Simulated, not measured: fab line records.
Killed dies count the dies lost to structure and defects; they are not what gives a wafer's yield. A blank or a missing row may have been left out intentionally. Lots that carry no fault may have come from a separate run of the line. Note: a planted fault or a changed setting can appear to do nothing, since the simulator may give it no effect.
fab line records	flow n5_finfet
record lots=6	wafers=18	last_day=17
route steps=1938 shown STI_FIN_REVEAL@193 DUMMY_GATE@212 BEOL_M4@1111 PASSIVATION@1936
lots untouched by any fault: they come from a run of this same line in which no faults occurred
start_h: start of the lot's first displayed wafer, in hours after the record's first day	wait_h: time in hours since the lot's previous step	" same as the row above	L1.1+2: a single row standing in for several wafers	- no value, or no start given	* or withheld: withheld	< > ~ a bound
route shown NAME@n: a module of which the file shows steps, and the number in the route of the first	usual: average and standard deviation across the fault-free wafers	same: alike in all rows	chamber/n: place in a boat	sites: each site's reading	_std_site: their standard deviation	_edge_site: outer sites' mean less inner sites'	radius_mm: for every site, how far away it sits from the centre of the wafer	mask NAME#n: copy n	behind: the tool/chamber that last shaped the wafer	hold: the reason the lot was held/the length of the hold in hours/how it ended	device: the transistor (n, p or np) that didn't switch	end of line: the tests these same wafers got at the end of their route	a step with no rows: only its recipe	killed: dies that structure and defects cost at the first sort, which is not the same as the wafer's yield	map: the dies of a wafer, with x for killed, . for not killed, _ for no die there
set.NAME: the setting as run; set.NAME@STEP: as run at that earlier step	model.NAME: the simulator's own value behind a step, which no gauge read
lots seen at some steps along the route; tables by step, rows by wafer
services: a tool's chamber out of use, with start hour (start_h, from the record's first day; less than 0 if before it), hours out, and reason
## steps
# step N5_STI_FIN_REVEAL_PRECLEAN_26
# recipe chemistry=SC1	time_s=45	temp_c=46	mix=1:2:100
# step N5_STI_FIN_REVEAL_PRECLEAN_29
# recipe chemistry=DHF	time_s=30	temp_c=25	dilution=300:1
# step N5_STI_FIN_REVEAL_SRD_12
# recipe time_s=30	temp_c=23	rinse_liquid=diw	dry=ipa_marangoni
# step N5_STI_FIN_REVEAL_RECESS_09
# recipe chemistry=HF/NH3	target=SiO2	afs_cycles=11	target_depth_a=425	temp_c=30	sublimation_temp_c=180	sublimation_time_s=60
# usual drypump_motor_current_A=5.8/0.52	temp_c=30.00/0.1
lot.wafer	tool	chamber	start_h	wait_h	drypump_motor_current_A	temp_c
L329.2	vapor_etch-01	1	70.23	0.1	5.0	29.96
L329.5	"	1	71.29	1.2	5.0	29.92
L329.6	"	0	"	"	6.0	29.82
L331.1	vapor_etch-01	1	86.10	0.0	4.9	30.05
L331.3	"	1	"	"	5.0	30.11
L331.5	"	0	"	"	6.0	30.20
L334.2	vapor_etch-02	1	100.52	0.0	6.1	29.97
L334.3	"	0	"	"	6.2	30.01
L334.6	"	1	"	"	6.1	30.01
L337.1	vapor_etch-01	1	119.19	0.0	5.0	29.97
L337.4	"	0	"	"	6.0	30.08
L337.6	"	1	"	"	5.0	30.09
L342.1	vapor_etch-01	1	148.10	0.0	5.0	29.95
L342.3	"	0	"	"	6.0	30.04
L342.4	"	1	"	"	5.0	30.01
L343.2	vapor_etch-01	1	155.43	0.0	4.9	30.04
L343.3	"	1	"	"	4.9	30.12
L343.5	"	1	"	"	5.0	30.06
# step N5_STI_FIN_REVEAL_STRIP_16
# recipe chemistry=H3PO4	material=SiNx	temp_c=165	target_depth_a=238	overetch_fraction=0.4964	dry=ipa_marangoni
# step N5_STI_FIN_REVEAL_PRECLEAN_17
# recipe chemistry=NF3:NH3	afs_cycles=1	temp_c=30	time_s=20	sublimation_temp_c=180	sublimation_time_s=60	pressure_torr=3	rf_power_w=30
# step N5_STI_FIN_REVEAL_ETCH_34
# recipe chemistry=H2	mode=isotropic	material=Si	target=Si	target_depth_a=9.7	temp_c=20	pressure_mtorr=4.5	icp_w=300	bias_w=0	h2_flow_sccm=7.5	he_flow_sccm=142.5
# usual drypump_motor_current_A=5.6/0.61	h2_flow_sccm=7.494/0.023	oes_product_au=1.003/0.017	temp_c=20.01/0.11	throttle_valve_pct=25.8/0.31
lot.wafer	tool	chamber	start_h	wait_h	drypump_motor_current_A	h2_flow_sccm	oes_product_au	rf_hours_counter_h	temp_c	throttle_valve_pct
L329.2	rie_si-02	2	72.33	0.1	6.4	7.531	1.010	60	19.98	25.7
L329.5	"	0	"	"	4.9	7.528	0.985	-	19.88	26.3
L329.6	"	3	"	"	6.0	7.501	1.009	-	19.93	26.0
L331.1	rie_si-04	1	88.21	0.2	5.4	7.502	1.018	183	20.09	25.4
L331.3	"	0	"	"	6.5	7.495	0.973	2	19.96	25.6
L331.5	"	0	"	"	6.5	7.476	0.972	-	20.05	25.6
L334.2	rie_si-04	3	102.61	0.1	4.8	7.473	1.016	26	20.27	26.1
L334.3	"	2	"	"	6.0	7.480	0.999	8	19.89	25.5
L334.6	"	0	"	"	6.4	7.502	0.974	-	20.02	25.6
L337.1	rie_si-05	3	121.28	0.2	5.6	7.482	1.010	90	20.04	26.0
L337.4	"	0	"	"	4.9	7.509	1.020	37	19.83	25.7
L337.6	"	0	"	"	4.9	7.482	1.020	-	19.94	25.7
L342.1	rie_si-04	3	150.20	0.2	4.8	7.498	0.997	27	19.94	26.1
L342.3	"	0	"	"	6.4	7.492	0.968	4	20.03	25.6
L342.4	"	2	"	"	6.0	7.473	1.007	9	20.00	25.5
L343.2	rie_si-05	0	157.76	0.1	4.9	7.493	1.018	37	20.10	25.7
L343.3	"	3	"	"	5.6	7.523	1.000	91	20.01	26.0
L343.5	"	0	"	"	4.9	7.451	1.019	-	20.03	25.7
# step N5_STI_FIN_REVEAL_OXIDATION_31
# recipe chemistry=O2_PLASMA_REMOTE	temp_c=150	time_s=20	pressure_mtorr=1000	source_power_w=2000	o2_flow_sccm=3000
# usual drypump_motor_current_A=5.7/0.4	heater_power_w=142/11	temp_c=150.01/0.14
lot.wafer	tool	chamber	start_h	wait_h	drypump_motor_current_A	heater_power_w	rf_hours_counter_h	temp_c
L329.2	plasma_asher-01	0	72.39	0.0	6.2	130	36	150.10
L329.5	"	0	"	"	6.2	131	-	150.17
L329.6	"	1	"	"	6.1	148	-	149.86
L331.1	plasma_asher-02	1	88.27	0.0	5.4	157	94	149.96
L331.3	"	0	"	"	5.3	131	-	150.10
L331.5	"	0	"	"	5.3	132	-	150.02
L334.2	plasma_asher-01	0	102.67	0.0	6.2	129	41	149.95
L334.3	"	0	"	"	6.3	128	-	150.02
L334.6	"	1	"	"	6.1	145	-	150.01
L337.1	plasma_asher-02	0	121.34	0.0	5.3	134	102	150.09
L337.4	"	1	"	"	5.5	155	-	150.22
L337.6	"	1	"	"	5.5	154	-	150.05
L342.1	plasma_asher-01	0	150.26	0.0	6.2	126	48	149.98
L342.3	"	1	"	"	6.1	145	-	149.88
L342.4	"	0	"	"	6.2	131	-	150.00
L343.2	plasma_asher-01	0	157.82	0.0	6.2	132	51	149.94
L343.3	"	1	"	"	6.1	151	-	149.94
L343.5	"	0	"	"	6.2	130	-	150.00
# step N5_STI_FIN_REVEAL_PRECLEAN_32
# recipe chemistry=NF3:NH3	afs_cycles=1	temp_c=30	time_s=20	sublimation_temp_c=180	sublimation_time_s=60	pressure_torr=3	rf_power_w=30
# step N5_STI_FIN_REVEAL_STRIP_35
# recipe chemistry=H3PO4	material=Si3N4	temp_c=165	target_depth_a=40	time_s=39
# step N5_STI_FIN_REVEAL_SRD_21
# recipe dry=ipa_marangoni	time_s=30	temp_c=23	rinse_liquid=diw
# step N5_STI_FIN_REVEAL_OXIDATION_33
# recipe chemistry=O2_PLASMA_REMOTE	temp_c=150	time_s=20	pressure_mtorr=1000	source_power_w=2000	o2_flow_sccm=3000
# usual drypump_motor_current_A=5.7/0.4	heater_power_w=141/11	temp_c=150.02/0.14
lot.wafer	tool	chamber	start_h	wait_h	drypump_motor_current_A	heater_power_w	rf_hours_counter_h	temp_c
L329.2	plasma_asher-02	0	72.74	0.0	5.3	136	91	150.01
L329.5	"	0	"	"	5.2	133	-	150.27
L329.6	"	1	"	"	5.4	155	-	150.26
L331.1	plasma_asher-01	0	88.63	0.0	6.2	129	39	150.14
L331.3	"	0	"	"	6.2	131	-	150.12
L331.5	"	1	"	"	6.1	149	-	150.11
L334.2	plasma_asher-01	0	103.02	0.0	6.2	127	41	150.21
L334.3	"	1	"	"	6.1	145	-	150.26
L334.6	"	1	"	"	6.1	143	-	150.39
L337.1	plasma_asher-02	1	121.69	0.0	5.4	153	102	150.23
L337.4	"	0	"	"	5.3	137	-	150.00
L337.6	"	1	"	"	5.4	153	-	150.07
L342.1	plasma_asher-02	0	150.63	0.0	5.2	135	110	150.04
L342.3	"	1	"	"	5.4	153	-	150.07
L342.4	"	0	"	"	5.3	132	-	150.11
L343.2	plasma_asher-01	0	158.17	0.0	6.2	129	51	150.13
L343.3	"	1	"	"	6.1	145	-	150.41
L343.5	"	0	"	"	6.2	128	-	150.05
# step N5_STI_FIN_REVEAL_CLEAN_19
# recipe chemistry=O3/DIW	temp_c=25	time_s=120	o3_ppm=10
# usual temp_c=25.01/0.11
lot.wafer	tool	chamber	start_h	wait_h	temp_c
L329.2	wet_bench-02	1	72.83	0.1	24.89
L329.5	"	6	"	"	25.12
L329.6	"	2	"	"	25.08
L331.1	wet_bench-03	4	88.72	0.1	24.83
L331.3	"	3	"	"	24.92
L331.5	"	5	"	"	25.11
L334.2	wet_bench-02	1	103.11	0.1	24.88
L334.3	"	3	"	"	24.89
L334.6	"	2	"	"	25.25
L337.1	wet_bench-02	4	121.78	0.1	25.17
L337.4	"	5	"	"	25.22
L337.6	"	1	"	"	25.04
L342.1	wet_bench-01	0	150.72	0.1	24.89
L342.3	"	1	"	"	25.21
L342.4	"	5	"	"	24.88
L343.2	wet_bench-01	7	158.27	0.1	25.17
L343.3	"	2	"	"	25.11
L343.5	"	4	"	"	24.93
# step N5_STI_FIN_REVEAL_SRD_23
# recipe dry=ipa_marangoni	time_s=30	temp_c=23	rinse_liquid=diw
# step N5_STI_FIN_REVEAL_CD_MEAS_22
# recipe target_cd_nm=6.238	pitch_nm=28	polarity=line
# usual cd_nm=6.21/0.27
lot.wafer	tool	chamber	start_h	wait_h	cd_nm
L329.2	cd_sem-01	-	72.91	0.0	6.35
L329.5	"	-	"	"	6.68
L329.6	"	-	"	"	6.27
L331.1	cd_sem-02	-	88.79	0.0	5.96
L331.3	"	-	"	"	6.24
L331.5	"	-	"	"	6.07
L334.2	cd_sem-01	-	103.19	0.0	5.82
L334.3	"	-	"	"	6.25
L334.6	"	-	"	"	6.51
L337.1	cd_sem-01	-	121.86	0.0	6.42
L337.4	"	-	"	"	6.61
L337.6	"	-	"	"	6.09
L342.1	cd_sem-03	-	150.80	0.0	6.14
L342.3	"	-	"	"	6.46
L342.4	"	-	"	"	6.03
L343.2	cd_sem-03	-	158.35	0.0	6.25
L343.3	"	-	"	"	6.12
L343.5	"	-	"	"	6.60
# step N5_STI_FIN_REVEAL_FIN_H_MEAS_10
# usual trench_depth_nm=52.1/0.65
lot.wafer	tool	chamber	start_h	wait_h	trench_depth_nm
L329.2	ocd-01	-	72.94	0.0	52.6
L329.5	"	-	"	"	51.2
L329.6	"	-	"	"	52.8
L331.1	ocd-02	-	88.82	0.0	51.2
L331.3	"	-	"	"	51.7
L331.5	"	-	"	"	51.4
L334.2	ocd-01	-	103.22	0.0	51.3
L334.3	"	-	"	"	51.6
L334.6	"	-	"	"	52.2
L337.1	ocd-02	-	121.89	0.0	52.4
L337.4	"	-	"	"	52.1
L337.6	"	-	"	"	51.5
L342.1	ocd-01	-	150.83	0.0	51.2
L342.3	"	-	"	"	52.9
L342.4	"	-	"	"	51.5
L343.2	ocd-02	-	158.38	0.0	53.2
L343.3	"	-	"	"	51.1
L343.5	"	-	"	"	52.8
# step N5_STI_FIN_REVEAL_PRECLEAN_18
# recipe chemistry=SC2	time_s=45	temp_c=35	mix=1:1:50
# step N5_STI_FIN_REVEAL_SRD_28
# recipe dry=ipa_marangoni	time_s=30	temp_c=23	rinse_liquid=diw
# step N5_STI_FIN_REVEAL_INSPECT_13
# recipe inspect_instrument=darkfield	mode=post_clean
# usual raw_defect_count=12/5.2
lot.wafer	tool	chamber	start_h	wait_h	raw_defect_count
L329.2	defect_inspect-02	-	73.02	0.0	12
L329.5	"	-	"	"	7
L329.6	"	-	"	"	8
L331.1	defect_inspect-01	-	88.91	0.0	21
L331.3	"	-	"	"	11
L331.5	"	-	"	"	23
L334.2	defect_inspect-01	-	103.30	0.0	561
L334.3	"	-	"	"	514
L334.6	"	-	"	"	514
L337.1	defect_inspect-02	-	121.97	0.0	489
L337.4	"	-	"	"	526
L337.6	"	-	"	"	457
L342.1	defect_inspect-02	-	150.92	0.0	21
L342.3	"	-	"	"	8
L342.4	"	-	"	"	15
L343.2	defect_inspect-01	-	158.49	0.0	8
L343.3	"	-	"	"	8
L343.5	"	-	"	"	11
# step N5_DUMMY_GATE_PRECLEAN_00
# recipe chemistry=O3/DIW	time_s=60	temp_c=22	o3_ppm=10
# step N5_BEOL_M4_RC_MEAS_101
# usual DIBL_N=36.0/1.7	DIBL_P=36.0/2	IOFF_N=0.156/0.028	IOFF_P=0.21/0.04	ION_N=673/12	ION_P=463/8.3	SS_N=71.4/0.6	SS_P=73.3/0.66	VT_N=250/3	VT_P=-250/3.8
lot.wafer	tool	chamber	start_h	wait_h	DIBL_N[mV/V]	DIBL_P[mV/V]	IOFF_N[nA/um]	IOFF_P[nA/um]	ION_N[uA/um]	ION_P[uA/um]	SS_N[mV/dec]	SS_P[mV/dec]	VT_N[mV]	VT_P[mV]
L329.2	prober-02	0	203.50	0.2	36.6	35.4	0.152	0.20	679	464	70.9	73.1	251	-252
L329.5	"	0	"	"	37.0	37.2	0.158	0.23	661	459	72.0	74.2	253	-249
L329.6	"	0	"	"	38.1	37.0	0.174	0.23	684	462	71.4	74.4	250	-250
L331.1	prober-02	0	207.88	0.0	37.3	35.2	0.166	0.20	661	455	72.5	73.8	252	-251
L331.3	"	0	"	"	36.4	35.3	0.167	0.21	680	473	71.4	74.1	249	-250
L331.5	"	0	"	"	36.3	35.7	0.160	0.22	676	468	70.8	74.0	251	-248
L334.2	prober-01	0	236.28	0.2	35.0	33.1	0.144	0.19	672	462	71.6	73.4	252	-250
L334.3	"	0	"	"	38.2	37.6	0.206	0.27	690	476	73.0	74.1	246	-246
L334.6	"	0	"	"	36.8	36.5	0.187	0.26	696	485	71.3	73.8	244	-246
L337.1	prober-01	0	244.96	0.0	36.6	36.7	0.176	0.22	683	466	71.8	72.6	246	-251
L337.4	"	0	"	"	35.9	35.5	0.157	0.21	675	461	70.7	72.9	250	-250
L337.6	"	0	"	"	35.3	34.6	0.143	0.19	662	451	71.7	72.9	252	-252
L342.1	prober-02	0	289.46	0.0	36.7	36.6	0.148	0.21	660	449	70.5	74.0	249	-251
L342.3	"	0	"	"	35.5	36.0	0.147	0.20	680	464	70.5	73.3	249	-251
L342.4	"	0	"	"	34.5	33.5	0.130	0.17	662	452	70.3	72.1	253	-253
L343.2	prober-01	0	300.94	0.2	33.8	32.6	0.125	0.16	667	461	70.6	73.0	252	-252
L343.3	"	0	"	"	35.0	33.8	0.134	0.17	661	449	71.3	74.0	253	-253
L343.5	"	0	"	"	33.8	31.9	0.133	0.15	670	455	70.6	72.8	251	-254
# step N5_PASSIVATION_PROBE_49
# usual defect_limited_yield=91.6/1.6	killed_at_M0_to_M3=31/10	killed_at_M4_up=14/6.3	killed_at_contacts=12/6.1	killed_at_front_end=39/12	killed_at_other=3.7/2.8	killed_dies=100/19	killed_open=66/14	killed_short=33/8.1	sort_bin_5_function=5.0/1.1	sort_bin_6_memory=3.2/0.66	sort_n_pass=1080/18	sort_yield_pct=91.6/1.6
# same gross_dies=1180	killed_at_back_side=0	sort_bin_4_leakage[%]=0	sort_bin_8_speed[%]=0
lot.wafer	tool	chamber	start_h	wait_h	defect_limited_yield[%]	killed_at_M0_to_M3	killed_at_M4_up	killed_at_contacts	killed_at_front_end	killed_at_other	killed_dies	killed_open	killed_short	sort_bin_5_function[%]	sort_bin_6_memory[%]	sort_n_pass	sort_yield_pct[%]
L334.2	prober-01	-	339.29	0.1	87.9	31	16	14	72	10	143	60	30	6.7	3.9	1037	87.9
L334.3	prober-01	-	339.34	0.1	85.2	31	19	8	105	12	175	66	36	8.3	4.2	1005	85.2
L334.6	prober-01	-	339.49	0.3	82.6	17	20	8	158	2	205	50	32	10.6	4.7	975	82.6
L337.1	prober-02	-	347.30	0.0	82.0	44	16	12	137	3	212	62	35	11.0	4.3	968	82.0
L337.4	prober-02	-	347.45	0.2	84.9	26	12	7	129	4	178	50	25	9.2	3.4	1002	84.9
L337.6	prober-02	-	347.55	0.3	89.0	19	13	7	89	2	130	55	25	6.7	2.5	1050	89.0
# killed by level:class
L334.2 STI_FIN_REVEAL:unspecified=52 BEOL_M2:geometric_particle:open=17 MOL_CONTACT_COAG:geometric_particle:open=11 BEOL_M4:geometric_particle:open=7 GATE_CUT:geometric_particle:short=5 FIN_SAQP:geometric_particle:short=3 MOL_CONTACT_COAG:geometric_particle:short=3 BEOL_M0_SAQP:geometric_particle:open=3
L334.3 STI_FIN_REVEAL:unspecified=68 BEOL_M2:geometric_particle:open=10 BEOL_M4:geometric_particle:open=9 FIN_SAQP:geometric_particle:short=7 FIN_SAQP:geometric_particle:open=7 MOL_CONTACT_COAG:geometric_particle:open=7 DUMMY_GATE:geometric_particle:open=5 GATE_CUT:geometric_particle:open=4
L334.6 STI_FIN_REVEAL:unspecified=123 BEOL_M4:geometric_particle:open=10 FIN_SAQP:geometric_particle:short=9 FIN_SAQP:geometric_particle:open=7 STI_FIN_REVEAL:geometric_particle:open=6 BEOL_M2:geometric_particle:open=5 MOL_CONTACT_COAG:geometric_particle:open=4 MOL_CONTACT_COAG:geometric_particle:short=4
L337.1 STI_FIN_REVEAL:unspecified=114 MOL_CONTACT_COAG:geometric_particle:open=8 BEOL_M1:geometric_particle:open=8 BEOL_M1:geometric_particle:short=8 BEOL_M0_SAQP:geometric_particle:open=7 BEOL_M2:geometric_particle:open=6 BEOL_M4:geometric_particle:open=6 BEOL_M0_SAQP:geometric_particle:short=5
L337.4 STI_FIN_REVEAL:unspecified=103 MOL_CONTACT_COAG:geometric_particle:open=7 ILD0:geometric_particle:open=6 BEOL_M0_SAQP:geometric_particle:short=6 BEOL_M0_SAQP:geometric_particle:open=6 FIN_SAQP:geometric_particle:open=5 BEOL_M4:geometric_particle:open=5 BEOL_M1:geometric_particle:open=4
L337.6 STI_FIN_REVEAL:unspecified=50 DUMMY_GATE:geometric_particle:open=9 FIN_SAQP:geometric_particle:short=7 ILD0:geometric_particle:open=6 MOL_CONTACT_COAG:geometric_particle:open=6 STI_FIN_REVEAL:geometric_particle:open=5 BEOL_M2:geometric_particle:open=5 FIN_SAQP:geometric_particle:open=4
# map L334.6 (x killed, . not)
_________________............________________
______________.................._____________
___________....................x...__________
__________..x.x................x...._________
________.........x......x............._______
_______...........x.xx.xxx.x...........______
______......x.......x...xxxx........x..._____
_____...........x.xx.xxxxxxx.x.x...x.....____
____..x...........xxxxxxxxxxxx...x.......x___
___..............xxxxxxxxxxxxxx............__
___...............xxxxxxxxxxxx..x..x..x..x.__
__.............x.xxxxxxxxxxxxx...x....x...x._
__.........x...xxxxxxxxxxxxxxx.x............_
_.......x.....x.....xxxxxxxxx.x.........x....
_.............x....x.xxxxxxxxxx..............
_.x...x...........xx....xxx.x................
_...x.....x..........xxx.xxxxxx.......x..x..x
_...x.............x......x.x.......x....x...x
_.......x...x..............x....x.....x.x..x.
_...x....x..x.......x........................
_............xx..........................x...
__...............................x.........._
__.x.........x..............x.......x......._
___.........x..........x...................__
___..........x........................x....__
____...........x.....xx................x..___
_____................x...........x.....xx____
______.x.............................x.._____
_______......................x.........______
________..x.......................x..._______
__________........................x._________
___________......xx................__________
______________.................._____________
_________________............________________
# map L337.1 (x killed, . not)
_________________............________________
______________.........x........_____________
___________x......x...xxx.xx.xx....__________
__________x........xxxxxxx.x.......x_________
________..........xxxxxxxxxx.........._______
_______.....x......xxxxxxxxxx.......x..______
______..x........x.xxxxxxxxxxxx........._____
_____.....x..x...x.xxxxxxxxxxxxx.........____
____..........x....xxxxxxxxxxxx..x....x...___
___..............xx..xxxxxxxxxxx...........__
___x.............xxxxxxxxxxxx...x..x.....x.__
__................xxxxxxxxxxxx.............._
__.x............x.x...x.x.xxx..............._
_x.......x.......x..xx.x..x...........x...x..
_......x...........x.........x.....x.........
_x........x.................x................
_.....................x..........x.....xx..x.
_....................................x..x.x..
_x....x...........x.....................x...x
_.x.............xx............x...........x..
_.x..........................................
__.....x....x...................x.......xx.._
__......x..........x..x..x...xx..........x.._
___........x..................x....x...x...__
___...x..........x..xx...................x.__
____............x..............x........x.___
_____x..........x....x...x.........x.....____
______........x.......x................._____
_______..x..................x..........______
________...x...........x..x....x......_______
__________.........................._________
___________....x.x.x...x...........__________
______________.................._____________
_________________............________________
## services
tool	chamber	start_h	hours	kind
plasma_asher-02	-	53.86	1.6	repair
plasma_asher-01	-	66.64	4.5	repair
rie_si-05	1	85.21	22.8	repair
vapor_etch-01	-	117.81	0.3	repair
plasma_asher-01	-	119.53	9.3	repair
rie_si-05	2	131.94	12.4	repair
## key
first_sign step=N5_STI_FIN_REVEAL_INSPECT_13	reading=raw_defect_count	direction=up	sigmas=96	usual=12	struck=510
effect step=N5_PASSIVATION_PROBE_49	reading=killed_at_front_end	direction=up	sigmas=6.2	usual=39	struck=115
more_kills_born_at N5_STI_FIN_REVEAL_CLEAN_19@wet_bench-02=510
met_at N5_STI_FIN_REVEAL_CLEAN_19
struck_wafers L334.2,L334.3,L334.6,L337.1,L337.4,L337.6
onset_between 72.83 103.11
fault kind=chamber_particle_source	tool=wet_bench-02	chamber=-	onset_h=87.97	steps=N5_STI_FIN_REVEAL_CLEAN_19	rate_per_visit_cm2=0.79003	end_h=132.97
